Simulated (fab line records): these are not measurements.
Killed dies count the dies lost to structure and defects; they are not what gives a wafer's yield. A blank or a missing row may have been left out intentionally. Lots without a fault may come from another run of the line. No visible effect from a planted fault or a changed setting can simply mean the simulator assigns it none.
fab line records	flow nandHarc
record lots=12	wafers=36	lastDay=33
route steps=1302 shown P_GATE@190 P_CONTACT@218 END@1302
lots with no fault: from the same line, run without faults
startH: hours from the record's first day to the start of the lot's first wafer shown	waitH: hours from the lot's prior step to this one	" unchanged from the row above	L1.1+2: several wafers, shown together as one row	- either no value or no given start	* or withheld: withheld	< > ~ a bound
route shown NAME@n: NAME is a module with steps in the file, n the number in the route of the first one	usual: mean/standard deviation taken from wafers without a fault	same: alike in all rows	chamber/n: place in a boat	sites: readings site by site	_std_site: standard deviation of those values	_edge_site: outer sites' mean less inner sites'	radiusMm: for every site, how far away it sits from the centre of the wafer	mask NAME#n: copy n	behind: tool/chamber where the wafer was last shaped	hold: reason for holding the lot/hours on hold/outcome of the hold	device: names the non-switching transistor (n, p or np)	end of line: the same wafers' tests at the end of the route	a step given without rows: its recipe and nothing more	killed: not the wafer's yield, but the dies lost to structure and defects at the first sort	map: dies across one wafer; x = killed, . = not, _ = none there
set.NAME: the setting as run; set.NAME@STEP: as run at that earlier step	model.NAME: the simulator's own value behind a step, which no gauge read
steps of the route over a sample of lots; a table a step, a row a wafer
services: when a tool's chamber went out of use (startH, in hours from the record's first day, below 0 if earlier), for how many hours, and the reason
## steps
# step NHARC_P_GATE_STRIP_76
# recipe powerW=1500	tempC=250	chemistry=O2
# usual drypumpMotorCurrentA=5.7/0.56	heaterPowerW=355/37
lot.wafer	tool	chamber	startH	waitH	drypumpMotorCurrentA	heaterPowerW	rfHoursCounterH
L682.1	plasmaAsher-02	1	114.61	0.2	5.3	411	8
L682.4	"	0	"	"	6.2	383	-
L682.5	"	1	"	"	5.3	397	-
L683.1	plasmaAsher-01	1	129.03	0.2	5.0	326	28
L683.4	"	0	"	"	6.3	326	-
L683.5	"	1	"	"	5.1	315	-
L685.2	plasmaAsher-01	1	148.70	0.2	5.0	318	32
L685.3	"	1	"	"	5.1	322	-
L685.5	"	1	"	"	5.1	313	-
L686.1	plasmaAsher-02	1	161.37	0.2	5.3	397	18
L686.3	"	0	"	"	6.3	368	-
L686.6	"	0	"	"	6.2	378	-
L687.1	plasmaAsher-02	1	170.72	0.2	5.3	400	22
L687.4	"	1	"	"	5.3	396	-
L687.6	"	0	"	"	6.2	380	-
L688.2	plasmaAsher-01	0	182.75	0.2	6.3	333	2
L688.4	"	1	"	"	5.1	306	-
L688.6	"	1	"	"	5.1	316	-
L689.3	plasmaAsher-02	0	197.77	0.2	6.2	370	-
L689.4	"	1	"	"	5.3	394	-
L689.6	"	1	"	"	5.3	399	-
L692.2	plasmaAsher-02	0	224.94	0.2	6.2	383	32
L692.1	"	1	"	"	5.3	404	32
L692.3	"	0	"	"	6.2	384	-
L693.2	plasmaAsher-01	0	227.11	0.2	6.3	341	9
L693.3	"	0	"	"	6.3	331	-
L693.6	"	1	"	"	5.1	314	-
L700.3	plasmaAsher-01	1	299.80	0.2	5.1	314	-
L700.4	"	0	"	"	6.3	332	-
L700.6	"	1	"	"	5.1	307	-
L702.2	plasmaAsher-01	0	319.61	0.2	6.3	330	28
L702.3	"	1	"	"	5.0	318	-
L702.6	"	0	"	"	6.3	339	-
L703.2	plasmaAsher-01	0	332.91	0.2	6.3	337	30
L703.4	"	0	"	"	6.3	334	-
L703.5	"	0	"	"	6.3	344	-
# step NHARC_P_GATE_DESCUM_93
# recipe timeS=3	o2FlowSccm=200	arFlowSccm=0	biasPowerW=0	chemistry=O2
# usual drypumpMotorCurrentA=5.8/0.51	o2FlowSccm=200.0/0.65	oesProductAu=1.003/0.01	rfVppV=57.8/0.81	showerheadPlenumPTorr=1.91/0.088	throttleValvePct=11.311/0.0083
lot.wafer	tool	chamber	startH	waitH	drypumpMotorCurrentA	o2FlowSccm	oesProductAu	rfHoursCounterH	rfVppV	showerheadPlenumPTorr	throttleValvePct
L682.4	rieDiel-07	2	115.67	-	5.9	199.4	0.993	11	58.2	1.97	11.311
L682.1	"	0	"	"	5.8	199.6	0.987	11	57.9	2.00	11.304
L682.5	"	2	"	"	5.8	199.1	1.000	-	57.8	1.97	11.302
L683.1	rieDiel-05	2	130.13	-	6.1	199.6	0.993	3	58.2	2.03	11.319
L683.4	"	1	"	"	6.3	198.8	1.012	3	58.7	1.90	11.319
L683.5	"	3	"	"	6.1	200.5	1.000	-	57.1	1.83	11.305
L685.2	rieDiel-07	3	149.79	-	5.2	200.0	1.005	1	59.7	2.05	11.309
L685.3	"	0	"	"	5.8	200.5	1.019	0	58.3	2.00	11.326
L685.5	"	2	"	"	5.9	199.1	1.004	-	57.5	1.97	11.307
L686.1	rieDiel-07	0	162.44	-	5.8	199.9	1.017	1	57.6	2.00	11.318
L686.3	"	2	"	"	5.8	199.3	1.000	1	58.8	1.97	11.319
L686.6	"	0	"	"	5.8	200.4	1.018	-	59.4	2.00	11.317
L687.4	rieDiel-05	1	171.69	-	6.2	199.7	1.005	5	58.8	1.90	11.310
L687.1	"	2	"	"	6.1	199.9	1.006	5	58.0	2.03	11.313
L687.6	"	0	"	"	5.5	200.3	1.001	-	56.9	1.87	11.318
L688.2	rieDiel-03	1	183.90	-	4.8	199.0	1.001	3	56.2	1.83	11.312
L688.4	"	2	"	"	5.7	199.8	1.014	3	57.8	1.80	11.310
L688.6	"	3	"	"	6.6	200.0	1.002	-	57.1	1.89	11.302
L689.4	rieDiel-05	2	198.84	-	6.1	200.6	0.982	7	57.6	2.02	11.320
L689.3	"	0	"	"	5.5	199.4	1.000	8	57.1	1.86	11.297
L689.6	"	3	"	"	6.1	200.6	1.005	-	57.0	1.82	11.319
L692.3	rieDiel-05	3	225.90	-	6.1	199.9	0.999	9	57.6	1.83	11.310
L692.2	"	0	"	"	5.5	200.8	1.001	10	57.7	1.86	11.317
L692.1	"	2	"	"	6.1	199.4	0.987	8	58.0	2.03	11.299
L693.2	rieDiel-07	2	228.21	-	5.9	200.7	0.975	6	58.2	1.97	11.320
L693.3	"	3	"	"	5.2	199.6	1.002	7	58.1	2.05	11.295
L693.6	"	0	"	"	5.8	200.2	0.996	-	58.1	2.00	11.316
L700.3	rieDiel-03	3	300.74	-	6.6	200.2	1.002	0	57.7	1.89	11.297
L700.4	"	2	"	"	5.7	197.9	1.001	0	56.5	1.80	11.312
L700.6	"	0	"	"	5.2	199.8	1.002	-	57.9	1.83	11.311
L702.3	rieDiel-03	1	320.70	-	4.9	200.0	1.002	1	56.7	1.83	11.294
L702.2	"	2	"	"	5.7	198.1	1.014	1	57.8	1.80	11.318
L702.6	"	1	"	"	4.9	200.5	1.010	-	57.2	1.83	11.305
L703.2	rieDiel-05	1	333.85	-	6.3	199.8	1.008	4	58.0	1.90	11.304
L703.4	"	2	"	"	6.1	201.0	1.002	5	58.1	2.02	11.305
L703.5	"	2	"	"	6.1	200.5	1.005	-	57.6	2.02	11.311
# step NHARC_P_GATE_PRE_CLEAN_110
# recipe timeS=30	biasV=200	gas=Ar
lot.wafer	tool	chamber	startH	waitH
L682.1+4+5	pvdSputter-02	-	117.69	-
L683.4+1+5	pvdSputter-01	-	132.14	-
L685.3+2+5	pvdSputter-03	-	151.78	-
L686.3+1+6	pvdSputter-03	-	164.45	-
L687.4+1+6	pvdSputter-02	-	173.72	-
L688.4+2+6	pvdSputter-01	-	185.91	-
L689.3+4+6	pvdSputter-01	-	200.88	-
L692.3+2+1	pvdSputter-03	-	228.02	-
L693.2+3+6	pvdSputter-03	-	230.19	-
L700.4+3+6	pvdSputter-03	-	302.76	-
L702.3+2+6	pvdSputter-02	-	322.70	-
L703.4+2+5	pvdSputter-01	-	335.85	-
# step NHARC_P_GATE_INSPECT_68
# usual rawDefectCount=223/95
lot.wafer	tool	chamber	startH	waitH	rawDefectCount
L682.1	defectInspect-01	-	118.64	0.2	128
L682.4	"	-	"	"	144
L682.5	"	-	"	"	258
L683.1	defectInspect-01	-	133.04	0.2	363
L683.4	"	-	"	"	122
L683.5	"	-	"	"	281
L685.2	defectInspect-02	-	152.68	0.1	152
L685.3	"	-	"	"	192
L685.5	"	-	"	"	187
L686.1	defectInspect-01	-	165.34	0.2	252
L686.3	"	-	"	"	203
L686.6	"	-	"	"	171
L687.1	defectInspect-02	-	174.66	0.2	152
L687.4	"	-	"	"	166
L687.6	"	-	"	"	187
L688.2	defectInspect-02	-	186.81	0.1	159
L688.4	"	-	"	"	201
L688.6	"	-	"	"	220
L689.3	defectInspect-02	-	201.78	0.1	183
L689.4	"	-	"	"	197
L689.6	"	-	"	"	164
L692.1	defectInspect-02	-	228.92	0.2	147
L692.2	"	-	"	"	126
L692.3	"	-	"	"	115
L693.2	defectInspect-01	-	231.12	0.1	223
L693.3	"	-	"	"	388
L693.6	"	-	"	"	525
L700.3	defectInspect-02	-	303.66	0.1	547
L700.4	"	-	"	"	161
L700.6	"	-	"	"	231
L702.2	defectInspect-02	-	323.60	0.1	337
L702.3	"	-	"	"	169
L702.6	"	-	"	"	234
L703.2	defectInspect-02	-	336.77	0.1	210
L703.4	"	-	"	"	119
L703.5	"	-	"	"	166
# step NHARC_P_CONTACT_DEP_00
# recipe targetThkA=5000	tempC=400	pressureTorr=6.5	rfW=900	teosFlowSccm=161.4	flowSccm=2650	targetThkNm=500	gas=O2	material=SiO2
# usual heaterPowerW=508/77	throttleValvePct=16.0/0.49
lot.wafer	tool	chamber	startH	waitH	heaterPowerW	throttleValvePct
L682.1	pecvd-01	2	-	-	610	16.5
L682.4	"	2	"	"	637	16.1
L682.5	"	1	"	"	458	16.3
L683.1	pecvd-02	2	-	-	458	15.8
L683.5	"	2	"	"	489	16.1
L683.4	"	1	"	"	534	15.7
L685.2	pecvd-02	1	-	-	555	15.5
L685.3	"	0	"	"	440	16.7
L685.5	"	1	"	"	584	15.7
L686.3	pecvd-03	0	-	-	486	15.9
L686.1	"	1	"	"	539	16.7
L686.6	"	2	"	"	523	15.8
L687.1	pecvd-02	1	-	-	542	15.7
L687.4	"	0	"	"	406	16.6
L687.6	"	1	"	"	566	15.5
L688.2	pecvd-02	1	-	-	565	15.7
L688.4	"	0	"	"	399	16.7
L688.6	"	1	"	"	580	15.6
L689.3	pecvd-03	0	-	-	480	15.0
L689.4	"	2	"	"	440	15.1
L689.6	"	1	"	"	648	15.7
L692.3	pecvd-01	0	-	-	600	16.3
L692.2	"	1	"	"	511	16.0
L692.1	"	2	"	"	598	16.3
L693.2	pecvd-01	0	-	-	578	16.4
L693.3	"	2	"	"	514	16.2
L693.6	"	1	"	"	519	16.0
L700.3	pecvd-02	0	-	-	415	16.4
L700.4	"	0	"	"	429	16.4
L700.6	"	1	"	"	529	15.8
L702.3	pecvd-02	0	-	-	413	16.6
L702.2	"	1	"	"	524	15.6
L702.6	"	2	"	"	510	16.4
L703.2	pecvd-01	0	-	-	542	16.1
L703.4	"	1	"	"	521	15.7
L703.5	"	2	"	"	637	16.2
# step NHARC_END_SORT_01
# recipe tempC=25
# usual killedAtArray=58/18	killedAtOther=1.0/1.5	killedAtPeriphery=4/3.1	killedDies=64/18	killedOpen=3.4/1.9	killedShort=2.7/1.7
# same grossDies=677
lot.wafer	tool	chamber	startH	waitH	killedAtArray	killedAtOther	killedAtPeriphery	killedDies	killedOpen	killedShort
L688.2	prober-02	0	637.82	2.8	56	0	5	61	2	2
L688.4	prober-02	0	639.41	3.4	46	2	0	48	3	3
L688.6	prober-02	0	641.01	4.0	59	0	0	59	2	3
L700.3	prober-02	0	749.44	3.1	93	0	52	145	1	1
L700.4	prober-02	0	750.25	3.4	85	3	6	94	6	7
L700.6	prober-02	0	751.85	4.0	76	3	3	82	2	0
# killed by level:class
L688.2 A_CHANNEL_HOLE_D1:chamberFilmFlake=37 A_CHANNEL_HOLE_D2:chamberFilmFlake=10 A_STAIRCASE:chamberFilmFlake=3 A_CHANNEL_FILL_D1:chamberFilmFlake=2 P_GATE:geometricParticle:short=1 P_CONTACT:geometricParticle:short=1 A_DECK1_JOINT:geometricParticle:open=1 A_CHANNEL_FILL_D2:geometricParticle:open=1
L688.4 A_CHANNEL_HOLE_D1:chamberFilmFlake=30 A_CHANNEL_HOLE_D2:chamberFilmFlake=7 A_WL_FILL:geometricParticle:open=2 A_WL_FILL:chamberFilmFlake=2 THIN_TSV:chamberFilmFlake=2 A_ONON_D2:geometricParticle:short=1 A_SGD_CUT:geometricParticle:short=1 A_BLC:geometricParticle:short=1
L688.6 A_CHANNEL_HOLE_D1:chamberFilmFlake=38 A_CHANNEL_HOLE_D2:chamberFilmFlake=11 A_DECK1_JOINT:chamberFilmFlake=3 A_ONON_D1:geometricParticle:short=1 A_CHANNEL_FILL_D1:geometricParticle:open=1 A_DECK1_JOINT:geometricParticle:short=1 A_CHANNEL_FILL_D2:geometricParticle:open=1 A_WL_FILL:geometricParticle:short=1
L700.3 P_GATE:unspecified=51 A_CHANNEL_HOLE_D1:chamberFilmFlake=37 A_SLIT:chamberFilmFlake=32 A_CHANNEL_HOLE_D2:chamberFilmFlake=17 A_CHANNEL_FILL_D1:chamberFilmFlake=2 A_ONON_D1:geometricParticle:short=1 A_M0:geometricParticle:open=1 P_BONDPAD:chamberFilmFlake=1
L700.4 A_CHANNEL_HOLE_D1:chamberFilmFlake=33 A_SLIT:chamberFilmFlake=21 A_CHANNEL_HOLE_D2:chamberFilmFlake=16 A_WL_FILL:chamberFilmFlake=3 THIN_TSV:chamberFilmFlake=3 P_CONTACT:geometricParticle:short=2 A_ONON_D1:geometricParticle:short=2 P_GATE:chamberFilmFlake=2
L700.6 A_CHANNEL_HOLE_D1:chamberFilmFlake=30 A_SLIT:chamberFilmFlake=27 A_CHANNEL_HOLE_D2:chamberFilmFlake=12 THIN_TSV:chamberFilmFlake=3 P_BONDPAD:chamberFilmFlake=2 A_WL_FILL:chamberFilmFlake=2 P_CONTACT:geometricParticle:open=1 A_DECK1_JOINT:geometricParticle:open=1
## services
tool	chamber	startH	hours	kind
pvdSputter-02	-	104.00	10.0	pm
rieDiel-03	-	104.30	9.0	pm
rieDiel-07	-	117.20	9.0	pm
pecvd-01	-	130.85	13.0	pm
pvdSputter-02	-	138.97	1.7	repair
plasmaAsher-01	-	156.53	3.6	repair
rieDiel-05	1	161.60	3.1	repair
plasmaAsher-01	-	165.00	9.0	pm
pvdSputter-03	-	170.00	10.0	pm
pvdSputter-01	-	170.39	7.5	repair
rieDiel-05	-	172.19	4.8	repair
pecvd-02	-	180.46	1.0	repair
pecvd-01	1	185.57	14.4	repair
pecvd-02	-	200.81	1.3	repair
pvdSputter-01	-	226.02	10.0	pm
pecvd-02	-	227.32	13.0	pm
rieDiel-05	-	229.60	9.0	pm
plasmaAsher-02	-	249.05	9.0	pm
rieDiel-07	1	256.65	3.3	repair
pecvd-02	-	277.12	0.7	repair
rieDiel-07	-	294.20	9.0	pm
rieDiel-05	0	294.30	8.2	repair
pvdSputter-03	-	304.34	2.8	repair
pecvd-01	-	311.85	13.0	pm
## key
firstSign step=NHARC_P_GATE_INSPECT_68	reading=rawDefectCount	direction=up	sigmas=3.4	usual=223	struck=547
effect step=NHARC_END_SORT_01	reading=killedAtPeriphery	direction=up	sigmas=15	usual=4	struck=52
moreKillsBornAt NHARC_P_GATE_PRE_CLEAN_110@pvdSputter-03=51
metAt NHARC_P_GATE_PRE_CLEAN_110
struckLots L700
struckWafers L700.3
testerLeftOut L700
notActingAt NHARC_P_GATE_STRIP_76,NHARC_P_GATE_DESCUM_93,NHARC_P_CONTACT_DEP_00
onsetBetween 228.02 302.76
fault kind=chamberParticleSource	tool=pvdSputter-03	chamber=-	onsetH=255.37	steps=NHARC_P_GATE_PRE_CLEAN_110	ratePerVisitCm2=0.70701	endH=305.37	scope=struckWafersOnly
# testerLeftOut: of these lots the tester's yield and bins aren't shown, on N5 and GAA mostly nor the transistor test; their killed dies are dies lost to structure and defects alone, not to doping, threshold or leakage, so they don't give the yield
